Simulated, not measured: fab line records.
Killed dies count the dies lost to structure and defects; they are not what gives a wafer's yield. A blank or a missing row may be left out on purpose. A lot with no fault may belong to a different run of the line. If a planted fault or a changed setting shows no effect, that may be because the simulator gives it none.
fab line records	flow n5Finfet
record: lots: 11	wafers: 29	lastDay: 19
route steps=1938 shown MOL_CONTACT_COAG@617 BEOL_M15@1788 PASSIVATION@1936
lots that met no fault: from a run of the same line without faults
startH: hours from the record's opening day to when the first of the lot's shown wafers began	waitH: hours since the lot's step before	" same as the row above	L1.1+2: several wafers, shown together as one row	- either no value or no given start	* or withheld: withheld	< > ~ a bound
route shown NAME@n: names a module that has steps shown in the file, with the first one's number in the route	usual: mean/standard deviation of fault-free wafers	same: alike in all rows	chamber/n: place in a boat	sites: readings site by site	_std_site: their standard deviation	_edge_site: inner sites' mean taken away from outer sites' mean	radiusMm: for every site, how far away it sits from the centre of the wafer	mask NAME#n: copy n	behind: tool/chamber where the wafer was last shaped	hold: what put the lot on hold/how long, in hours/how the hold closed	device: the transistor (n, p or np) that didn't switch	end of line: tests of these same wafers at the route's end	a step with no rows: only its recipe	killed: dies that structure and defects cost at the first sort, which is not the same as the wafer's yield	map: a wafer's dies, marking killed ones x, the rest . and places with no die _
set.NAME: the setting as run; set.NAME@STEP: as run at that earlier step	model.NAME: the simulator's own value behind a step, which no gauge read
the route's steps for a sample of lots (tables are steps, rows are wafers)
services: when a tool's chamber went out of use (startH, in hours from the record's first day, below 0 if earlier), for how many hours, and the reason
== steps ==
step: N5_MOL_CONTACT_COAG_ETCH_48
recipe: chemistry: C4F6/O2	targetDepthA: 150	overetchA: 45	maskMaterial: SOC	target: SiOC	biasW: 465	pressureMtorr: 10	timeS: 17	sourceW: 335	Ar_flow_sccm: 300	C4F6_flow_sccm: 10	O2_flow_sccm: 10	ionEnergyEv: 576
usual: drypumpMotorCurrentA: 5.6/0.46	oesProductAu: 0.66/0.081	rfVppV: 1597/39	showerheadPlenumPTorr: 2.86/0.098	throttleValvePct: 40.5/0.41
lot.wafer	tool	chamber	startH	waitH	drypumpMotorCurrentA	oesProductAu	rfHoursCounterH	rfVppV	showerheadPlenumPTorr	throttleValvePct
L266.2	rieDiel-04	1	101.37	0.0	5.7	0.61	153	1589	2.86	40.8
L266.3	"	3	"	"	6.0	0.57	243	1652	2.88	40.2
L266.5	"	2	"	"	6.2	0.59	-	1556	2.69	40.6
L267.3	rieDiel-04	3	105.77	0.0	6.0	0.61	245	1653	2.88	40.2
L267.4	"	2	"	"	6.2	0.61	243	1556	2.69	40.6
L268.1	rieDiel-04	1	122.14	0.0	5.7	0.63	162	1589	2.86	40.8
L268.5	"	1	"	"	5.7	0.62	-	1589	2.86	40.8
L268.6	"	2	"	"	6.2	0.59	-	1556	2.69	40.6
L269.1	rieDiel-02	1	128.61	0.0	5.5	0.57	227	1599	2.82	40.8
L269.5	"	2	"	"	5.2	0.62	-	1566	2.96	40.4
L278.1	rieDiel-03	1	178.50	0.0	5.8	0.59	222	1573	2.80	40.1
L278.2	"	2	"	"	5.2	0.60	184	1595	2.72	41.3
L278.4	"	0	"	"	5.0	0.69	43	1616	2.87	40.4
L279.4	rieDiel-03	1	181.31	0.0	5.8	0.63	223	1572	2.80	40.1
L279.5	"	0	"	"	5.0	0.75	-	1614	2.87	40.4
L279.6	"	1	"	"	5.8	0.63	-	1573	2.80	40.1
L280.1	rieDiel-04	3	187.90	0.0	6.0	0.78	21	1651	2.87	40.2
L280.4	"	2	"	"	6.2	0.77	6	1582	3.03	40.7
L285.1	rieDiel-04	1	220.08	0.0	5.7	0.63	192	1588	2.85	40.8
L285.3	"	2	"	"	6.2	0.77	18	1581	3.02	40.7
L286.1	rieDiel-04	0	224.09	0.0	5.8	0.56	227	1542	2.91	40.1
L286.2	"	2	"	"	6.2	0.77	19	1581	3.02	40.7
L286.5	"	3	"	"	6.0	0.78	-	1651	2.86	40.2
L287.1	rieDiel-04	2	229.72	0.0	6.2	0.83	20	1582	3.02	40.7
L287.5	"	2	"	"	6.2	0.81	-	1581	3.02	40.7
L287.6	"	3	"	"	6.0	0.74	-	1651	2.86	40.2
L288.3	rieDiel-04	3	237.41	0.0	6.0	0.70	37	1651	2.86	40.2
L288.5	"	1	"	"	5.7	0.64	-	1588	2.84	40.9
L288.6	"	2	"	"	6.2	0.74	-	1580	3.02	40.7
step: N5_BEOL_M15_VIA_ETCH_16
recipe: chemistry: C4F8/O2/Ar	target: SiO2	heInnerTorr: 15	heOuterTorr: 30	targetDepthA: 17922	timeS: withheld	ionEnergyEv: 800	pressureMtorr: 20	sourceW: 1905	biasW: 2040	Ar_flow_sccm: 400	C4F8_flow_sccm: 16	O2_flow_sccm: 12	ends: cleared
usual: drypumpMotorCurrentA: 5.78/0.27	oesProductAu: 0.71/0.074	rfVppV: 2202/38	showerheadPlenumPTorr: 3.43/0.13	throttleValvePct: 30.83/0.27
lot.wafer	tool	chamber	startH	waitH	drypumpMotorCurrentA	oesProductAu	rfVppV	showerheadPlenumPTorr	throttleValvePct
L266.2	rieDiel-06	2	269.25	0.0	6.01	0.66	2151	3.29	30.85
L266.3	"	1	"	"	6.27	0.65	2144	3.26	30.62
L266.5	"	0	"	"	5.89	0.65	2254	3.59	31.21
L267.3	rieDiel-01	3	270.08	0.0	5.86	0.80	2157	3.52	30.63
L267.4	"	0	"	"	5.66	0.71	2204	3.35	30.39
L269.1	rieDiel-05	1	316.03	0.0	5.16	0.63	2230	3.26	31.06
L269.5	"	3	"	"	5.77	0.73	2226	3.32	30.54
L268.1	rieDiel-01	0	324.90	0.0	5.63	0.70	2203	3.34	30.41
L268.5	"	0	"	"	5.62	0.70	2204	3.34	30.42
L268.6	"	1	"	"	6.08	0.71	2264	3.48	31.06
L278.1	rieDiel-05	1	359.91	0.0	5.19	0.62	2229	3.25	31.06
L278.2	"	0	"	"	5.79	0.62	2181	3.37	30.76
L278.4	"	3	"	"	5.76	0.71	2226	3.31	30.55
L280.1	rieDiel-01	1	370.65	0.0	6.14	0.70	2263	3.48	31.07
L280.4	"	3	"	"	5.85	0.76	2156	3.50	30.67
L279.4	rieDiel-01	0	377.58	0.0	5.65	0.69	2203	3.34	30.43
L279.5	"	0	"	"	5.69	0.69	2204	3.34	30.43
L279.6	"	3	"	"	5.88	0.75	2155	3.49	30.69
L285.1	rieDiel-06	3	398.82	0.0	5.42	0.69	2234	3.60	31.04
L285.3	"	2	"	"	6.03	0.64	2148	3.27	30.91
L286.1	rieDiel-05	3	408.96	0.0	5.76	0.70	2226	3.30	30.57
L286.2	"	2	"	"	5.66	0.80	2165	3.36	30.88
L286.5	"	2	"	"	5.64	0.79	2166	3.36	30.88
L287.1	rieDiel-01	2	419.00	0.0	5.69	0.81	2199	3.51	31.03
L287.5	"	3	"	"	5.86	0.74	2153	3.49	30.68
L287.6	"	2	"	"	5.67	0.81	2199	3.51	31.04
L288.3	rieDiel-06	0	434.69	0.0	5.94	0.62	2251	3.56	31.25
L288.5	"	0	"	"	5.91	0.62	2251	3.56	31.25
L288.6	"	1	"	"	6.27	0.83	2178	3.64	30.32
step: N5_BEOL_M15_STRIP_63
recipe: chemistry: O2	powerW: 600	tempC: 60	pressureMtorr: 30	rfFrequencyHz: 6e+07	biasPowerW: 0	overashFraction: 0.3	o2FlowSccm: 225
usual: drypumpMotorCurrentA: 5.78/0.27	o2FlowSccm: 225.0/0.66	oesProductAu: 0.78/0.082	rfVppV: 3.6/0.83	showerheadPlenumPTorr: 2.08/0.064	tempC: 59.99/0.13	throttleValvePct: 16.59/0.29
lot.wafer	tool	chamber	startH	waitH	drypumpMotorCurrentA	o2FlowSccm	oesProductAu	rfHoursCounterH	rfVppV	showerheadPlenumPTorr	tempC	throttleValvePct
L266.2	rieDiel-06	2	-	-	6.03	225.3	0.74	146	4.0	2.04	59.98	16.90
L266.3	"	1	"	"	6.27	225.8	0.71	233	2.7	1.97	59.90	16.48
L266.5	"	0	"	"	5.90	224.9	0.72	-	2.4	2.15	60.07	16.60
L267.3	rieDiel-01	3	-	-	5.84	225.3	0.87	26	4.5	2.11	60.12	16.12
L267.4	"	0	"	"	5.63	225.3	0.80	95	2.8	2.04	60.15	16.32
L269.1	rieDiel-05	1	-	-	5.17	225.0	0.68	212	2.7	1.99	59.85	17.08
L269.5	"	3	"	"	5.74	224.5	0.79	-	3.8	2.01	59.97	16.29
L268.1	rieDiel-01	0	-	-	5.68	226.4	0.77	113	3.1	2.04	60.08	16.34
L268.5	"	0	"	"	5.67	226.0	0.78	-	4.1	2.04	60.06	16.39
L268.6	"	1	"	"	6.13	224.8	0.79	-	5.5	2.09	60.16	16.60
L278.1	rieDiel-05	1	-	-	5.18	224.9	0.67	225	3.4	1.99	59.87	17.13
L278.2	"	0	"	"	5.79	225.1	0.69	237	3.4	2.07	59.97	16.91
L278.4	"	3	"	"	5.77	225.3	0.77	139	4.2	2.00	59.98	16.33
L280.1	rieDiel-01	1	-	-	6.12	223.9	0.76	120	2.2	2.08	60.03	16.63
L280.4	"	3	"	"	5.83	225.5	0.81	63	4.3	2.10	59.83	16.20
L279.4	rieDiel-01	0	-	-	5.68	224.2	0.76	129	4.5	2.03	60.18	16.40
L279.5	"	0	"	"	5.68	225.4	0.76	-	3.6	2.03	59.95	16.43
L279.6	"	3	"	"	5.83	224.8	0.82	-	3.5	2.09	60.03	16.19
L285.1	rieDiel-06	3	-	-	5.43	225.2	0.77	114	5.0	2.16	59.98	16.61
L285.3	"	2	"	"	6.04	224.6	0.71	186	3.9	2.02	60.27	17.00
L286.1	rieDiel-05	3	-	-	5.77	225.3	0.77	154	4.8	2.00	59.93	16.37
L286.2	"	2	"	"	5.63	224.3	0.90	37	3.1	2.07	59.84	16.84
L286.5	"	2	"	"	5.65	225.2	0.91	-	4.4	2.07	59.93	16.84
L287.1	rieDiel-01	2	-	-	5.67	223.8	0.88	25	3.4	2.13	60.21	16.58
L287.5	"	3	"	"	5.83	224.2	0.79	-	3.6	2.09	60.08	16.22
L287.6	"	2	"	"	5.67	224.5	0.88	-	3.0	2.13	60.11	16.56
L288.3	rieDiel-06	0	-	-	5.91	225.5	0.68	220	3.6	2.13	60.11	16.72
L288.5	"	0	"	"	5.88	225.4	0.68	-	2.9	2.13	59.95	16.71
L288.6	"	1	"	"	6.24	224.8	0.92	-	3.7	2.22	59.85	16.06
step: N5_BEOL_M15_OVL_MEAS_29
recipe: pointsPerWafer: 44
usual: M15_OVL: -4/5.2
lot.wafer	tool	chamber	startH	waitH	M15_OVL[nm]
L266.2	overlay-02	0	270.69	0.0	1
L266.3	"	0	"	"	-9
L266.5	"	0	"	"	-9
L267.3	overlay-01	0	271.52	0.0	-7
L267.4	"	0	"	"	-8
L269.1	overlay-01	0	317.57	0.0	-1
L269.5	"	0	"	"	4
L268.1	overlay-01	0	326.45	0.0	-3
L268.5	"	0	"	"	0
L268.6	"	0	"	"	-11
L278.1	overlay-02	0	361.72	0.0	-5
L278.2	"	0	"	"	-5
L278.4	"	0	"	"	-4
L280.1	overlay-01	0	372.24	0.0	-1
L280.4	"	0	"	"	-5
L279.4	overlay-01	0	378.93	0.0	1
L279.5	"	0	"	"	8
L279.6	"	0	"	"	-3
L285.1	overlay-01	0	400.13	0.0	-1
L285.3	"	0	"	"	-6
L286.1	overlay-01	0	410.40	0.0	-7
L286.2	"	0	"	"	-5
L286.5	"	0	"	"	-5
L287.1	overlay-01	0	420.65	0.0	0
L287.5	"	0	"	"	-3
L287.6	"	0	"	"	-7
L288.3	overlay-02	0	436.16	0.0	-20
L288.5	"	0	"	"	-8
L288.6	"	0	"	"	-9
step: N5_PASSIVATION_PROBE_49
usual: defectLimitedYield: 91.2/1.4	killed_at_M0_to_M3: 34/9.3	killed_at_M4_up: 14/5.9	killedAtContacts: 14/5.7	killedAtFrontEnd: 38/10	killedAtOther: 4/3.2	killedDies: 104/17	killedOpen: 67/13	killedShort: 33/6.9	sort_bin_5_function: 5.2/1	sort_bin_6_memory: 3.3/0.61	sort_bin_8_speed: 0.3/1.8	sortNPass: 1069/52	sortYieldPct: 91/4.4
same: grossDies: 1180	killedAtBackSide: 0	sort_bin_4_leakage[%]: 0
lot.wafer	tool	chamber	startH	waitH	defectLimitedYield[%]	killed_at_M0_to_M3	killed_at_M4_up	killedAtContacts	killedAtFrontEnd	killedAtOther	killedDies	killedOpen	killedShort	sort_bin_5_function[%]	sort_bin_6_memory[%]	sort_bin_8_speed[%]	sortNPass	sortYieldPct[%]
L278.1	prober-01	-	380.70	0.0	78.7	37	13	164	35	2	251	70	31	15.5	4.0	1.3	914	77
L278.2	prober-01	-	380.75	0.1	84.1	37	14	80	44	13	188	80	33	10.9	3.5	0	992	84
L278.4	prober-01	-	380.85	0.2	82.2	41	6	131	29	3	210	55	31	11.9	4.4	0	970	82
L279.4	prober-02	-	398.76	0.2	83.5	17	11	138	24	5	195	38	22	11.3	3.0	0	985	83
L279.5	prober-02	-	398.81	0.2	85.3	19	19	109	24	3	174	44	25	9.9	3.0	0	1001	85
L279.6	prober-02	-	398.86	0.3	80.7	29	17	154	24	4	228	63	25	12.2	5.0	0	952	81
killed by level:class
L278.1 MOL_CONTACT_COAG:unspecified=110 MOL_CONTACT_COAG:areaEtch=34 MOL_CONTACT_COAG:geometricParticle:open=14 FIN_SAQP:geometricParticle:open=10 BEOL_M0_SAQP:geometricParticle:open=10 BEOL_M0_SAQP:geometricParticle:short=7 BEOL_M3:geometricParticle:open=6 MOL_CONTACT_COAG:geometricParticle:short=5
L278.2 MOL_CONTACT_COAG:unspecified=63 MOL_CONTACT_COAG:geometricParticle:open=14 FIN_SAQP:geometricParticle:open=11 STI_FIN_REVEAL:geometricParticle:open=10 BEOL_M1:geometricParticle:open=10 PASSIVATION:areaEtch=9 BEOL_M3:geometricParticle:open=7 GATE_CUT:geometricParticle:short=6
L278.4 MOL_CONTACT_COAG:unspecified=117 MOL_CONTACT_COAG:geometricParticle:open=10 FIN_SAQP:geometricParticle:short=8 BEOL_M0_SAQP:geometricParticle:short=8 BEOL_M3:geometricParticle:open=7 BEOL_M2:geometricParticle:open=6 BEOL_M0_SAQP:geometricParticle:open=6 BEOL_M1:geometricParticle:open=6
L279.4 MOL_CONTACT_COAG:unspecified=119 MOL_CONTACT_COAG:areaEtch=12 BEOL_M4:geometricParticle:open=8 FIN_SAQP:geometricParticle:short=6 MOL_CONTACT_COAG:geometricParticle:open=5 BEOL_M3:geometricParticle:open=5 GATE_CUT:geometricParticle:short=4 BEOL_M0_SAQP:geometricParticle:open=4
L279.5 MOL_CONTACT_COAG:unspecified=102 STI_FIN_REVEAL:geometricParticle:open=8 BEOL_M4:geometricParticle:open=7 MOL_CONTACT_COAG:geometricParticle:open=5 FIN_SAQP:geometricParticle:short=4 BEOL_M2:geometricParticle:open=4 GATE_CUT:geometricParticle:short=3 BEOL_M0_SAQP:geometricParticle:short=3
L279.6 MOL_CONTACT_COAG:unspecified=123 MOL_CONTACT_COAG:areaEtch=17 MOL_CONTACT_COAG:geometricParticle:open=11 BEOL_M4:geometricParticle:open=9 BEOL_M3:geometricParticle:open=6 BEOL_M0_SAQP:geometricParticle:open=5 FIN_SAQP:geometricParticle:short=4 DUMMY_GATE:geometricParticle:open=4
== services ==
tool	chamber	startH	hours	kind
rieDiel-05	2	86.52	6.5	repair
rieDiel-04	0	98.94	4.2	repair
rieDiel-06	-	132.24	0.2	repair
rieDiel-01	2	137.63	13.2	repair
rieDiel-06	-	142.13	0.4	repair
rieDiel-01	3	145.39	3.7	repair
rieDiel-04	0	148.13	4.3	repair
rieDiel-05	3	162.96	6.1	repair
rieDiel-05	2	176.92	13.9	repair
rieDiel-06	0	177.68	4.9	repair
rieDiel-06	-	185.73	0.7	repair
rieDiel-01	3	191.61	6.5	repair
rieDiel-03	0	201.11	2.7	repair
rieDiel-01	1	226.27	14.9	repair
rieDiel-01	3	231.16	2.1	repair
rieDiel-01	1	243.55	4.0	repair
rieDiel-04	2	244.17	16.4	repair
rieDiel-05	2	283.64	2.9	repair
rieDiel-05	2	290.80	7.5	repair
rieDiel-05	2	344.91	8.1	repair
rieDiel-01	1	352.91	9.1	repair
rieDiel-03	1	359.08	5.1	repair
rieDiel-01	0	360.33	9.2	repair
rieDiel-04	2	395.37	6.0	repair
== key ==
firstSign: step: N5_PASSIVATION_PROBE_49	reading: killedAtContacts	direction: up	sigmas: 20	usual: 14	struck: 129
effect: step: N5_PASSIVATION_PROBE_49	reading: killedDies	direction: up	sigmas: 6.1	usual: 104	struck: 208
moreKillsBornAt: N5_MOL_CONTACT_COAG_ETCH_48@rieDiel-03: 634
metAt N5_MOL_CONTACT_COAG_ETCH_48
struckLots L278,L279
baselineLoss: step: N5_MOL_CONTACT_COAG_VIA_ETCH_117	wafers: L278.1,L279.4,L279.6
notActingAt N5_BEOL_M15_VIA_ETCH_16,N5_BEOL_M15_STRIP_63,N5_BEOL_M15_OVL_MEAS_29
fault: kind: chamberParticleSource	tool: rieDiel-03	chamber: -	onsetH: 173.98	steps: N5_MOL_CONTACT_COAG_ETCH_48	ratePerVisitCm2: 0.65879	endH: 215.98
baselineLoss: these wafers lose ten dies or more at that step, a loss of the line's own and not of a fault; the sort's usual values leave them out
